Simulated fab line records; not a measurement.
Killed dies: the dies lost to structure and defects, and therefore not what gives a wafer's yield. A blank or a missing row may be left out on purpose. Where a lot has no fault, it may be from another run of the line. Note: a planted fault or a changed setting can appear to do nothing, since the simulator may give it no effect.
2 desks looking at one fault ; flow nand_harc ; every desk sees just its own numbers, and what lay behind them comes last

DESK OF THE TOOL OWNER: litho_track-06
The tool's own readings at NHARC_P_M0_PEB_07 (peb time 65 s): means of the sampled wafers that have a number, for each lot that ran on this tool. Any lot whose mean is over 4 standard deviations away from the usual mean is out of limits and marked OUT; that distance is given in the brackets.
Columns: A = heater_power_total_W at NHARC_P_M0_PEB_07, usual 156.6 W; B = plate_temp_C at NHARC_P_M0_PEB_07, usual 100.01 C
lot;first seen here;A;B
L635;day 5 16:03;156.4;99.87
L636;day 6 08:09;157.0;99.90
L640;day 7 03:56;152.8 (-8.9) OUT;98.16 (-15) OUT
L638;day 7 05:22;152.6 (-9.4) OUT;98.05 (-16) OUT
This desk finds L638, L640 out of limits, L640 being first, at day 7 03:56 (heater_power_total_W at NHARC_P_M0_PEB_07). Within limits: L635, L636.

THE METROLOGY DESK
Means of the sampled wafers that have a number, per lot and without regard to the tool the lot ran on: this is what the gauges read. Any lot whose mean is over 4 standard deviations away from the usual mean is out of limits and marked OUT; that distance is given in the brackets.
Columns: A = cd_nm at NHARC_P_M0_CD_MEAS_09, usual 90.0 nm; B = cd_nm at NHARC_P_M0_CD_MEAS_16, usual 89.9 nm
lot;first seen here;A;B
L635;day 5 16:08;91.0;91.0
L636;day 6 08:14;90.5;89.9
L640;day 7 04:01;82.8 (-10) OUT;82.3 (-8.6) OUT
L638;day 7 05:26;82.8 (-10) OUT;81.8 (-9.2) OUT
L644;day 8 05:46;89.4;88.5
L647;day 10 04:08;90.2;90.4
L645;day 10 04:34;90.7;90.6
L646;day 10 08:02;90.8;90.7
L649;day 10 09:07;89.9;89.4
L650;day 10 16:30;89.5;89.4
L655;day 10 21:32;90.3;90.7
L658;day 11 14:53;89.6;89.6
This desk finds L638, L640 out of limits, L640 being first, at day 7 04:01 (cd_nm at NHARC_P_M0_CD_MEAS_09). Within limits: L635, L636, L644, L647, L645, L646, L649, L650, L655, L658.

TAKEN TOGETHER
The tool owner's desk had the chance to raise an alarm at day 7 03:56 on L638, L640.
The metrology desk could have raised an alarm at day 7 04:01, on L638, L640.
NHARC_P_M0_PEB_07 was run on litho_track-06 by each of the lots named.

WHAT WAS PUT IN BY THE SIMULATOR
Process parameter drift: litho_track-06, from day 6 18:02 on, at NHARC_P_M0_PEB_07. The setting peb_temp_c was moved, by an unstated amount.
Shown lots that were struck: L638, L640.
Time in hours from fault onset to the first out-of-limits reading at each desk: tool owner's desk 10, metrology desk 10.
